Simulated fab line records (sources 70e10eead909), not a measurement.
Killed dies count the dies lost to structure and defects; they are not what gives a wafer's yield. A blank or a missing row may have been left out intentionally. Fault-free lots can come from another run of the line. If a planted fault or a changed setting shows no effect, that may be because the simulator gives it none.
A lot that was struck, set against a sound lot :: flow nandHarc :: 16 steps out of a route of 1302
Sound: wafers L218.2, L218.3, L218.5. Struck: wafer L237.2. Last of all comes the cause.
Per side, at each step with rows, come the tool, then ch with its chambers, and then its first start. Under that, the readings that differ: sound wafers :: struck wafers :: difference of the means :: sigmas: that difference in standard deviations of wafers without a fault.
alike: same words and numbers on both sides, and readings whose means sit less than 2 such deviations apart. not compared: any withheld reading, any reading some wafer has no value for, any bound like >300 that may hide the same value, and any number with overlapping values for which the record gives no deviation.
Wherever a step has rows on one side only, a row that says differs or no value, or a row with sigmas, the two part there. Non-overlapping numbers with no deviation appear without sigmas and do not part them. A reading missing from all wafers of one side parts the sides only when that side holds two or more wafers.

first, 2 steps without rows for these wafers: NHARC_A_ONON_D1_ANNEAL_15 (time 3600 s); NHARC_A_ONON_D1_DEP_16 (target thk 1000 nm).
NHARC_A_ONON_D1_THK_MEAS_18: measures by ellipsometry.
  sound: filmMetro-01 at day 8 17:13; struck: filmMetro-02 at day 16 11:37
  alike: thkNm
next comes 1 step that has no rows for these wafers: NHARC_A_ONON_D1_DEP_19 (target thickness 1000 nm).
NHARC_A_ONON_D1_THK_MEAS_21: measures by ellipsometry.
  sound: filmMetro-01 at day 8 18:03; struck: filmMetro-02 at day 16 12:12
  alike: thkNm
next comes 1 step that has no rows for these wafers: NHARC_A_ONON_D1_DEP_22 (target thickness 1000 nm).
NHARC_A_ONON_D1_THK_MEAS_24: measures by ellipsometry.
  sound: filmMetro-01 at day 8 18:37; struck: filmMetro-01 at day 16 12:46
  alike: thkNm
next comes 1 step that has no rows for these wafers: NHARC_A_ONON_D1_DEP_25 (target thickness 1000 nm).
NHARC_A_ONON_D1_THK_MEAS_27: measures by ellipsometry.
  sound: filmMetro-02 at day 8 19:11; struck: filmMetro-02 at day 16 13:20
  alike: thkNm
next comes 1 step that has no rows for these wafers: NHARC_A_ONON_D1_DEP_28 (target thickness 1000 nm).
NHARC_A_ONON_D1_THK_MEAS_30: measures by ellipsometry.
  sound: filmMetro-02 at day 8 19:46; struck: filmMetro-02 at day 16 13:53
  alike: thkNm
NHARC_A_ONON_D1_DEP_33: deposits SiO2, target thk 200 nm.
  sound on pecvd-02 ch 0,2, day 8 19:49; struck on pecvd-02 ch 0, day 16 13:59
reading: chamberPressureTorr (Torr)
sound: 6.501 6.475 6.481
struck: 6.530
difference: +0.044
sigmas: +3
  alike: heaterPowerW, throttleValvePct
NHARC_A_ONON_D1_THK_MEAS_34: measures by ellipsometry.
  sound: filmMetro-01 at day 8 20:14; struck: filmMetro-01 at day 16 14:22
  alike: thkNm
NHARC_A_ONON_D1_INSPECT_32:
  sound: defectInspect-02 at day 8 20:17; struck: defectInspect-02 at day 16 14:35
reading: rawDefectCount
sound: 101 77 76
struck: 1064
difference: +979
sigmas: +38
  not compared: hold
NHARC_A_CHANNEL_HOLE_D1_DEP_00: deposits aC, target thk 3100 nm.
  sound on aclDep-03 ch 0, day 8 21:14; struck on aclDep-03 ch 0, day 16 20:33
reading: hold
sound: - - -
struck: awaitDispo/5.6h/release
difference: no value on the sound wafers
sigmas: 
  alike: throttleValvePct
-- record jumps: 16 days between struck wafers' starts before vs after; left off in module A_CHANNEL_HOLE_D1, resumes in module END, first step shown is number 1302 of the route --
NHARC_END_SORT_01:
  the record has rows for the struck wafers here (prober-02 ch 0, day 32 12:20) and none for the sound ones

## WHERE THEY PART
Last at NHARC_END_SORT_01 as far as this record goes, first at NHARC_A_ONON_D1_DEP_33.

WHY: whatever the simulator had introduced
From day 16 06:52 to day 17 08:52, pecvd-02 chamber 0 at NHARC_A_ONON_D1_DEP_33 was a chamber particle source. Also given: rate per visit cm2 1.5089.
